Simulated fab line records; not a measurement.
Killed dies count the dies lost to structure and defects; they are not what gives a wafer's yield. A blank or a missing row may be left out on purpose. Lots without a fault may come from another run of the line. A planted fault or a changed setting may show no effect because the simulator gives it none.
A lot that was struck, set against a sound lot    flow nand-harc    13 steps out of a route of 1159
Sound: wafers L354.1, L354.4, L354.6. Struck: wafers L365.3, L365.4. (L365.1 of the same lot was not struck and is left out.) The cause comes at the end.
At each step with rows: each side's tool, then ch and its chambers, then its first start. Under that, the readings that differ: sound wafers    struck wafers    difference of the means    sigmas: that difference in standard deviations of wafers without a fault.
alike: a reading whose means differ by less than 2 such deviations, as well as words and numbers matching on both sides. not compared: withheld readings; readings where some wafer has no value; bounds like >300 that might hide an equal value; numbers whose values overlap and for which the record gives no deviation.
A row with sigmas, a row that says differs or no value, or rows on one side alone: a step with any of these is where the two part. Numbers that have no deviation but don't overlap get no sigmas and don't part them. A reading missing from all wafers of one side parts the sides only when that side holds two or more wafers.

first, 4 steps without rows for these wafers: NHARC_A_STAIRCASE_EXPOSE_214 (exposes mask STAIR 3); NHARC_A_STAIRCASE_PEB_215 (peb time 130 s); NHARC_A_STAIRCASE_DEVELOP_216 (time 140 s); NHARC_A_STAIRCASE_HARDBAKE_218 (time 140 s).
NHARC_A_STAIRCASE_DESCUM_219: chemistry O2, time 3 s.
  sound on rie-diel-13 ch 0,1,2, day 11 21:05; struck on rie-diel-03 ch 1,3, day 14 09:40
  alike: drypump-motor-current-A, oes-product-au, rf-vpp-V, showerhead-plenum-p-Torr, throttle-valve-pct
  not compared: rf-hours-counter-h
then, 2 steps without rows for these wafers: NHARC_A_STAIRCASE_TRIM_220 (chemistry O2, time 211.2 s); NHARC_A_STAIRCASE_ETCH_221 (etches the open film in C4F8/O2, target depth 100 nm, time 40.5 s).
NHARC_A_STAIRCASE_TRIM_222: chemistry O2, time 211.2 s.
  sound on rie-diel-13 ch 0,3; struck on rie-diel-03 ch 1,3
  alike: drypump-motor-current-A, oes-product-au, rf-vpp-V, run-length-s, showerhead-plenum-p-Torr, throttle-valve-pct
  not compared: rf-hours-counter-h
NHARC_A_STAIRCASE_ETCH_223: etches the open film in C4F8/O2, target depth 100 nm, time 40.5 s.
  sound on rie-diel-13 ch 0,2; struck on rie-diel-03 ch 0,2
  alike: oes-product-au, rf-fwd-power-W, rf-vpp-V
  not compared: rf-hours-counter-h
NHARC_A_STAIRCASE_TRIM_224: chemistry O2, time 211.2 s.
  sound on rie-diel-13 ch 0,2; struck on rie-diel-03 ch 1,2
  alike: drypump-motor-current-A, oes-product-au, rf-vpp-V, run-length-s, showerhead-plenum-p-Torr, throttle-valve-pct
  not compared: rf-hours-counter-h
NHARC_A_STAIRCASE_ETCH_225: etches the open film in C4F8/O2, target depth 100 nm, time 40.5 s.
  sound on rie-diel-13 ch 1,2,3; struck on rie-diel-03 ch 0,3
reading                sound              struck       difference  sigmas
oes-product-au (a.u.)  0.962 0.949 0.958  0.921 0.922  -0.035      -3
  alike: rf-fwd-power-W, rf-vpp-V
  not compared: rf-hours-counter-h
NHARC_A_STAIRCASE_TRIM_226: chemistry O2, time 211.2 s.
  sound on rie-diel-13 ch 0,2,3, day 11 21:50; struck on rie-diel-03 ch 2,3, day 14 11:24
reading           sound              struck       difference  sigmas
run-length-s (s)  233.2 232.0 232.2  251.7 251.9  +19.3       +39
  alike: drypump-motor-current-A, oes-product-au, rf-vpp-V, showerhead-plenum-p-Torr, throttle-valve-pct
  not compared: rf-hours-counter-h
then, 1 step without rows for these wafers: NHARC_A_STAIRCASE_ETCH_227 (etches the open film in C4F8/O2, target depth 100 nm, time 40.5 s).

WHERE THEY PART
Last at NHARC_A_STAIRCASE_TRIM_226 as far as this record goes, first at NHARC_A_STAIRCASE_ETCH_225.

WHY: what the simulator had put in
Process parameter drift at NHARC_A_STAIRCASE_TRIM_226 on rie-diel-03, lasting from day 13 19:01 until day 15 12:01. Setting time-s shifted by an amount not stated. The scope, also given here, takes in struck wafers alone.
